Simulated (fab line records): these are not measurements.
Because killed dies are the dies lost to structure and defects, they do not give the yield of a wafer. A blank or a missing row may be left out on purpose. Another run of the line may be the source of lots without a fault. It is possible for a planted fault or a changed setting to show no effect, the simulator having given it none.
Matching of chambers / flow n5 finfet / 4 sister chambers for N5_HKMG_FIN_ETCH_86 on rie diel-03
The step etches SOC in N2/H2, stops on TiN, target depth 393.2 nm. 8 wafers are shown with their chamber, then 9 later ones without.

== WAFERS PAIRED WITH THEIR CHAMBERS ==
wafer=L078.1; chamber=0; showerhead plenum p Torr (Torr)=2.39; throttle valve pct (%)=17.83
wafer=L080.5; chamber=2; showerhead plenum p Torr (Torr)=2.52; throttle valve pct (%)=17.90
wafer=L081.2; chamber=1; showerhead plenum p Torr (Torr)=2.48; throttle valve pct (%)=17.12
wafer=L081.6; chamber=0; showerhead plenum p Torr (Torr)=2.38; throttle valve pct (%)=17.86
wafer=L083.6; chamber=2; showerhead plenum p Torr (Torr)=2.52; throttle valve pct (%)=17.91
wafer=L088.1; chamber=1; showerhead plenum p Torr (Torr)=2.47; throttle valve pct (%)=17.15
wafer=L088.2; chamber=3; showerhead plenum p Torr (Torr)=2.45; throttle valve pct (%)=18.11
wafer=L088.5; chamber=3; showerhead plenum p Torr (Torr)=2.45; throttle valve pct (%)=18.13

== WAFERS MISSING THEIR CHAMBER ==
wafer=L090.1; showerhead plenum p Torr (Torr)=2.51; throttle valve pct (%)=17.93
wafer=L090.4; showerhead plenum p Torr (Torr)=2.45; throttle valve pct (%)=18.12
wafer=L090.5; showerhead plenum p Torr (Torr)=2.45; throttle valve pct (%)=18.12
wafer=L092.1; showerhead plenum p Torr (Torr)=2.51; throttle valve pct (%)=17.93
wafer=L092.4; showerhead plenum p Torr (Torr)=2.45; throttle valve pct (%)=18.12
wafer=L092.6; showerhead plenum p Torr (Torr)=2.45; throttle valve pct (%)=18.13
wafer=L097.3; showerhead plenum p Torr (Torr)=2.51; throttle valve pct (%)=17.48
wafer=L097.4; showerhead plenum p Torr (Torr)=2.69; throttle valve pct (%)=17.52
wafer=L097.6; showerhead plenum p Torr (Torr)=2.44; throttle valve pct (%)=18.14

== WHICH CHAMBER EACH ONE RAN IN ==
wafer=L090.1; from the rows above=2; in truth=2
wafer=L090.4; from the rows above=3; in truth=3
wafer=L090.5; from the rows above=3; in truth=3
wafer=L092.1; from the rows above=2; in truth=2
wafer=L092.4; from the rows above=3; in truth=3
wafer=L092.6; from the rows above=3; in truth=3
wafer=L097.3; from the rows above=1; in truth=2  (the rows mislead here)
wafer=L097.4; from the rows above=2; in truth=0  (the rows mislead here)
wafer=L097.6; from the rows above=3; in truth=3
Correctly placed: 7 of 9. Number that these rows cannot place: 0. Placed wrongly: 2.
How it was worked out, from the rows above alone: a wafer's distance from a chamber is the root of the sum, over the readings, of the square of ((its reading less the chamber's mean) divided by the reading's scatter). The wafer belongs to the nearest chamber; if the next one is less than 2 further off, it can't be placed. Each chamber's mean is taken over the wafers shown for it. The scatter is the square root of a quotient: the sum, over the shown wafers, of each reading's squared deviation from its chamber's mean, divided by wafers minus chambers.
